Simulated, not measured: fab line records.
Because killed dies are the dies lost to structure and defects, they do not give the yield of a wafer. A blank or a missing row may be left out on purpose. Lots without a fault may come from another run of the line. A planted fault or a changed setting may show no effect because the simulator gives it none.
8D (eight disciplines) problem report, filled in by code	flow nand_harc	the parts of the form that need people (team, actions taken, sign-off) are left out

## 1. THE PROBLEM
Mean of thk_nm at NHARC_A_ONON_D1_THK_MEAS_05: 1404 nm across 3 wafers in 2 lots; on wafers with no fault it is 1003 nm (standard deviation 10). Relative to the usual mean, that is a shift of +40 standard deviations.
The step: measures by ellipsometry.
The first sign was on wafer L451.2 at day 11 12:48, on film_metro-02. At this step, 37 wafers from 13 lots have a number in the record. Rule for "out" (also "out of limits"): further than 4 standard deviations from the usual mean. Any other wafer with a number is counted as sound.

## 2. WHAT IT IS, WHAT IT ISN'T
question	is	is not
which readings at this step	thk_nm	-
which lots	L451, L454	L436, L439, L440, L441, L442, L443, L445, L446, L456, L458, L459
which wafers of those lots	L451.2, L451.3, L454.2	L454.1
read on which gauges	film_metro-02	film_metro-01
when	from day 11 12:48	up to then (24 sound wafers); but 10 sound wafers of L454, L456, L458, L459 came after

## 3. WHAT RULES OUT EACH SUSPECT
Counting: if a tool at a process step up to the reading ran every lot that is out, it stays a suspect. Sound lots after the first of them don't rule it out here, since some wafers of a struck lot are sound.
- the gauge at NHARC_A_ONON_D1_THK_MEAS_05: ruled out. All the wafers that are out were read on film_metro-02, but those of them that NHARC_END_SORT_01 has rows for are out there too, on other tools.
- pecvd_onon-03 at NHARC_A_ONON_D1_DEP_03 (target thk 1000 nm): kept. Ran every lot that is out, first one L451 (day 11 12:21); last sound lot up to then L445 (day 9 18:44).
Left after counting: pecvd_onon-03 at NHARC_A_ONON_D1_DEP_03.

## 4. THE CAUSE (what the simulator had put in)
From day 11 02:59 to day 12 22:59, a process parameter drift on pecvd_onon-03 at NHARC_A_ONON_D1_DEP_03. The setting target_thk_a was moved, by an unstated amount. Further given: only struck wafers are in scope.
After counting, this tool was the only one left.

## 5. THE EFFECT CHAIN, in route order
Each row: a reading where the mean over the struck wafers with a number is more than 3 standard deviations away from the usual. Only readings whose record carries a usual standard deviation are examined. hours: median over the lots of the time between each lot's start at the first step of this table that gives one and its start at this step. sigmas: the change, counted in usual standard deviations.
hours	step	reading	usual	on struck wafers	change	sigmas
0	NHARC_A_ONON_D1_THK_MEAS_05	thk_nm	1003 nm	1404	+401	+40
282	NHARC_END_SORT_01	killed_at_array	26	673	+647	+65
282	NHARC_END_SORT_01	killed_dies	29	677	+648	+59

## 6. HOW IT WOULD HAVE BEEN CAUGHT EARLIER
In this record the first reading out of limits at a measuring or inspecting step was taken at day 11 12:48, 10 hours after the fault began at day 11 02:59.
No tool reading at NHARC_A_ONON_D1_DEP_03 that has a usual standard deviation in the record was out on any struck wafer, so an alarm limit of 4 standard deviations on those readings would not have fired.
L454, from the lots that are out (2), started NHARC_A_ONON_D1_DEP_03 on pecvd_onon-03 later than day 11 12:48. Putting the tool on hold at that point would have spared it.
